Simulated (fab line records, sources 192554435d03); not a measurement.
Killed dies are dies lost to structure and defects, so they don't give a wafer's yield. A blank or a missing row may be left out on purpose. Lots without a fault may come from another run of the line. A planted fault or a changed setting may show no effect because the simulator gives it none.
A struck lot beside a sound one | flow n5_finfet | 30 steps out of a route of 1938
Sound: wafers L384.1, L384.3, L384.4. Struck: wafers L389.1, L389.4, L389.5. The cause comes at the end.
At each step with rows: each side's tool, then ch and its chambers, then its first start. Under that, the readings that differ: sound wafers | struck wafers | difference of the means | sigmas: that difference in standard deviations of wafers without a fault.
alike: readings whose means differ by less than 2 such deviations, and words and numbers that are the same on both sides. not compared: withheld readings, readings that some wafer has no value for, bounds like >300 that may hide the same value, and numbers for which the record gives no deviation and whose values overlap.
The two part at a step that has a row with sigmas, a row that says differs or no value, or rows on one side only. Numbers that don't overlap but have no deviation are shown without sigmas and don't part them. A reading that every wafer of one side lacks parts them only if that side has two wafers or more.

first, 11 steps without rows for these wafers: N5_FIN_SAQP_DESCUM_21 (chemistry O2, time 7.9 s); N5_FIN_SAQP_ETCH_51 (etches SiARC in CF4, target depth 45.5 nm, time 75.8 s); N5_FIN_SAQP_ETCH_52 (etches SOC in N2/H2, target depth 100 nm, overetch 20 nm, time 150 s); N5_FIN_SAQP_STRIP_53 (strips in N2/H2); N5_FIN_SAQP_HM_OPEN_73 (chemistry CHF3/O2, target SiO2, stops on a-Si, target depth 12 nm, time 16.8 s); N5_FIN_SAQP_STRIP_74 (strips in CHF3/O2); N5_FIN_SAQP_MANDREL_ETCH_22 (etches a-Si in HBr/Cl2, stops on SiNx, target depth 60 nm, bt time 10 s, time 30 s); N5_FIN_SAQP_STRIP_55 (strips in N2/H2); N5_FIN_SAQP_STRIP_23 (strips in SPM, time 750 s); N5_FIN_SAQP_SRD_66 (time 30 s); N5_FIN_SAQP_RECESS_75 (chemistry HF/NH3, target SiO2, target depth 14.4 nm, afs cycles 3, sublimation time 60 s).
N5_FIN_SAQP_SPACER1_ALD_24: deposits SiO2, target thk 20.3 nm, pulse time 1 s, purge time 2 s.
  sound on ald_sin-04 ch 0,1,3, day 5 10:33; struck on ald_sin-04 ch 0,2, day 6 17:32
  no value came back on the struck wafers for any of 5 readings (ald_cycles, chamber_pressure_Torr (Torr) and others); on the sound wafers ald_cycles reads 218 218 218
then, 1 step without rows for these wafers: N5_FIN_SAQP_SPACER1_ETCHBACK_25 (etches SiO2 in CHF3/O2, target depth 24.4 nm, time 12.2 s).
N5_FIN_SAQP_MANDREL1_REMOVE_56: chemistry HBr/Cl2/O2, target a-Si, stops on SiNx, bt time 10 s.
  sound on rie_si-06 ch 0,1,3, day 5 11:21; struck on rie_si-01 ch 1,2,3, day 6 18:20
  reading                   | sound        | struck         | difference | sigmas
  model.FIN_SAQP.cd_nm (nm) | 20.4 20 20.4 | 35.6 36.4 36.6 | +15.9      |
  alike: bias_w, drypump_motor_current_A, mfc_cl2_sccm, oes_o_777_au, oes_product_au, throttle_valve_pct
  not compared: rf_hours_counter_h
N5_FIN_SAQP_CD_MEAS_27: target cd 20 nm.
  sound on cd_sem-02 ch 0, day 5 11:28; struck on cd_sem-03 ch 0, day 6 18:26
  reading    | sound             | struck | difference                    | sigmas
  cd_nm (nm) | 20.36 20.28 20.15 | - - -  | no value on the struck wafers |
then, 11 steps without rows for these wafers: N5_FIN_SAQP_ETCH_57 (etches SiNx in CH3F/O2, target depth 32.5 nm, time 46.4 s); N5_FIN_SAQP_ETCH_65 (etches SiO2 in CF4, target depth 4 nm, time 4.4 s); N5_FIN_SAQP_MANDREL_ETCH_58 (etches a-Si in HBr/Cl2, stops on SiNx, target depth 45 nm, bt time 10 s, time 27 s); N5_FIN_SAQP_RECESS_63 (chemistry HF/NH3, target SiO2, target depth 18 nm, afs cycles 3, sublimation time 60 s); N5_FIN_SAQP_COAT_68 (time 60 s, resist thk 100 nm); N5_FIN_SAQP_ETCH_69 (etches SOC in N2/H2, stops on SiNx, target depth 150 nm); N5_FIN_SAQP_ETCH_67 (etches SiNx in CH3F/O2, target depth 30 nm); N5_FIN_SAQP_STRIP_70 (strips in N2/H2); N5_FIN_SAQP_RECESS_71 (chemistry HF/NH3, target SiO2, target depth 3 nm, afs cycles 1, sublimation time 60 s); N5_FIN_SAQP_SPACER2_ALD_28 (deposits SiO2, target thk 8.1 nm, pulse time 1 s, purge time 2 s); N5_FIN_SAQP_SPACER2_ETCHBACK_29 (etches SiO2 in CHF3/O2, target depth 12.2 nm, time 6.1 s).
N5_FIN_SAQP_MANDREL2_REMOVE_60: chemistry HBr/Cl2/O2, target a-Si, stops on SiNx, bt time 10 s.
  sound on rie_si-06 ch 0,1,2, day 5 12:54; struck on rie_si-01 ch 0,3, day 6 20:55
  reading                   | sound   | struck         | difference | sigmas
  model.FIN_SAQP.cd_nm (nm) | 8 8.2 8 | 35.2 36.6 36.6 | +28.1      |
  alike: bias_w, drypump_motor_current_A, mfc_cl2_sccm, oes_o_777_au, oes_product_au, throttle_valve_pct
  not compared: rf_hours_counter_h
N5_FIN_SAQP_CD_MEAS_31: target cd 8 nm.
  sound on cd_sem-02 ch 0, day 5 13:01; struck on cd_sem-03 ch 0, day 6 21:02
  reading    | sound          | struck | difference                    | sigmas
  cd_nm (nm) | 8.28 8.44 8.07 | - - -  | no value on the struck wafers |
N5_BEOL_M4_RC_MEAS_101:
  the record has rows for the sound wafers here (prober-02 ch 0, day 15 11:40) and none for the struck ones
-- the record jumps here: 15 days lie between the struck wafers' starts before and after (it left off in module BEOL_M4 and takes up again in module PASSIVATION, whose first step shown is number 1936 of the route) --
N5_PASSIVATION_PROBE_49:
  the record has rows for the struck wafers here (prober-02, day 21 14:50) and none for the sound ones

WHERE THEY PART
First at N5_FIN_SAQP_SPACER1_ALD_24; last, within this record, at N5_PASSIVATION_PROBE_49.

WHY: what the simulator had put in
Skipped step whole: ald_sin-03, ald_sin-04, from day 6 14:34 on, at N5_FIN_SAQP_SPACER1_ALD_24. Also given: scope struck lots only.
